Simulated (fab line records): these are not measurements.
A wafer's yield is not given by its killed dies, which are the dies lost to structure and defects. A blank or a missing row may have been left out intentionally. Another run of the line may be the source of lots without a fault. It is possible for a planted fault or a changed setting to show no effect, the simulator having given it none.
Split-lot trial | flow n5Finfet | on a route of 1938 steps: 7 lots, 21 wafers read

== THE SPLIT ITSELF ==
At N5_SDB_COAT_03 (time 60 s, resist thk 100 nm), the setting spinRpm was moved away from the recipe's 1500 rpm on 6 of the 21 wafers read, by -10.6% to +6.9%. All remaining wafers had this setting at the recipe value.

== FROM THE SPLIT TO THE READING: what the file shows between them, 7 steps ==
- N5_SDB_COAT_04: time 60 s, resist thk 18 nm
- N5_SDB_COAT_05: resist thk 90 nm
- N5_SDB_DESCUM_16: chemistry O2, time 7.9 s
- N5_SDB_ETCH_17: etches SiARC in CF4, target depth 23.4 nm, time 39 s
- N5_SDB_ETCH_18: etches SOC in N2/H2, target depth 100 nm, overetch 20 nm, time 150 s
- N5_SDB_STRIP_19: strips in N2/H2
- N5_SDB_STRIP_21: strips in CF4

== THE READING ==
SOC_of_SDB_COAT_03.thkNm (the simulator's own value, which no gauge read), in nm, at N5_SDB_HM_OPEN_20 (chemistry CH3F/O2, target SiNx, stops on poly-Si, target depth 24 nm). There is no usual value for it anywhere in the file. The 15 wafers here that ran the recipe average 84.2 nm, standard deviation 0.33 nm.

wafer  | tool, chamber at the split | spinRpm as run, rpm | against the recipe | SOC_of_SDB_COAT_03.thkNm, nm | against lot-mates on the recipe
L077.1 | lithoTrack-02, 0           | 1500                | recipe             | 85                           | -
L077.4 | lithoTrack-02, 0           | 1500                | recipe             | 84                           | -
L077.6 | lithoTrack-02, 0           | 1500                | recipe             | 83.8                         | -
L080.2 | lithoTrack-01, 0           | 1500                | recipe             | 84.4                         | -
L080.5 | lithoTrack-01, 0           | 1500                | recipe             | 84.2                         | -
L080.6 | lithoTrack-01, 0           | 1417                | -5.5%              | 87.2                         | +2.9
L082.4 | lithoTrack-01, 0           | 1429                | -4.7%              | 86.4                         | +2.1
L082.5 | lithoTrack-01, 0           | 1500                | recipe             | 83.8                         | -
L082.6 | lithoTrack-01, 0           | 1500                | recipe             | 84.8                         | -
L089.2 | lithoTrack-01, 0           | 1604                | +6.9%              | 81                           | -3.0
L089.3 | lithoTrack-01, 0           | 1500                | recipe             | 84                           | -
L089.5 | lithoTrack-01, 0           | 1604                | +6.9%              | 80.6                         | -3.4
L090.3 | lithoTrack-02, 0           | 1500                | recipe             | 84.4                         | -
L090.5 | lithoTrack-02, 0           | 1500                | recipe             | 84.2                         | -
L090.6 | lithoTrack-02, 0           | 1500                | recipe             | 83.8                         | -
L092.1 | lithoTrack-03, 0           | 1500                | recipe             | 84.2                         | -
L092.4 | lithoTrack-03, 0           | 1341                | -10.6%             | 89.4                         | +5.2
L092.5 | lithoTrack-03, 0           | 1341                | -10.6%             | 89.6                         | +5.4
L096.3 | lithoTrack-01, 0           | 1500                | recipe             | 84.2                         | -
L096.5 | lithoTrack-01, 0           | 1500                | recipe             | 84.2                         | -
L096.6 | lithoTrack-01, 0           | 1500                | recipe             | 84                           | -

FIT RESULTS
A straight line over all 21 wafers: SOC_of_SDB_COAT_03.thkNm changes by -0.498 nm for each +1% of spinRpm; r = -0.99; the points scatter about the line by 0.31 nm.
The same after taking each lot's own level away (the mean of its wafers on the recipe; 21 wafers): -0.487 nm for each +1%; r = -0.99; scatter 0.31 nm.
Per that fit: largest spinRpm move, reading shift of 5.2 nm.
From 84.00 to 84.30 nm: that is the span of the lots' own levels, equal to 0.9 times the standard deviation above.
Hence the lot-to-lot level has little effect on the slope; both slopes agree.
Check: +5.19 nm against its lot-mates is what the line predicts for one of the wafers moved furthest among these (-10.6%) when that wafer is left out of the fit. It came out at +5.2 nm against them.

== THE OTHER SPLITS THESE WAFERS WENT THROUGH ==
Note: prior to the reading, these wafers also went through further splits. Each is held against what the fit with the lots' levels taken away leaves over:
other split on the same wafers | wafers away from the commonest value | r with SOC_of_SDB_COAT_03.thkNm (lot level and that fit taken away)
N5_FIN_SAQP_ETCH_52 sourceW    | 7                                    | +0.23
N5_FIN_CUT_COAT_02 spinRpm     | 10                                   | -0.09
N5_FIN_CUT_ETCH_21 timeS       | 8                                    | -0.12
N5_DUMMY_GATE_EXPOSE_12 doseMj | 8                                    | -0.17
N5_SPACER0_ALD_00 aldCycles    | 6                                    | +0.12
N5_SDB_HM_DEP_00 timeS         | 4                                    | -0.04

== THE WHOLE CHAIN: every reading that the file lists as answering this split, in the file's order ==
step              | what it does                                                         | reading                                                                   | change (the file's fit)               | r (the file's)
N5_SDB_COAT_03    | time 60 s, resist thk 100 nm                                         | SOC_of_SDB_COAT_03.thkNm (the simulator's own value, which no gauge read) | -0.52 nm for each +1% of the setting  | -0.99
N5_SDB_ETCH_18    | etches SOC in N2/H2, target depth 100 nm, overetch 20 nm, time 150 s | etch.depthNm (the simulator's own value, which no gauge read)             | -0.515 nm for each +1% of the setting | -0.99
N5_SDB_HM_OPEN_20 | chemistry CH3F/O2, target SiNx, stops on poly-Si, target depth 24 nm | SOC_of_SDB_COAT_03.thkNm (the simulator's own value, which no gauge read) | -0.489 nm for each +1% of the setting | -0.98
N5_SDB_STRIP_22   | strips in N2/H2                                                      | stripTimeToEndpointS                                                      | withheld for each +1% of the setting  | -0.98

== FILE'S OWN FIT ==
SOC_of_SDB_COAT_03.thkNm changes by -0.489 nm for each +1% of spinRpm, r = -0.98.
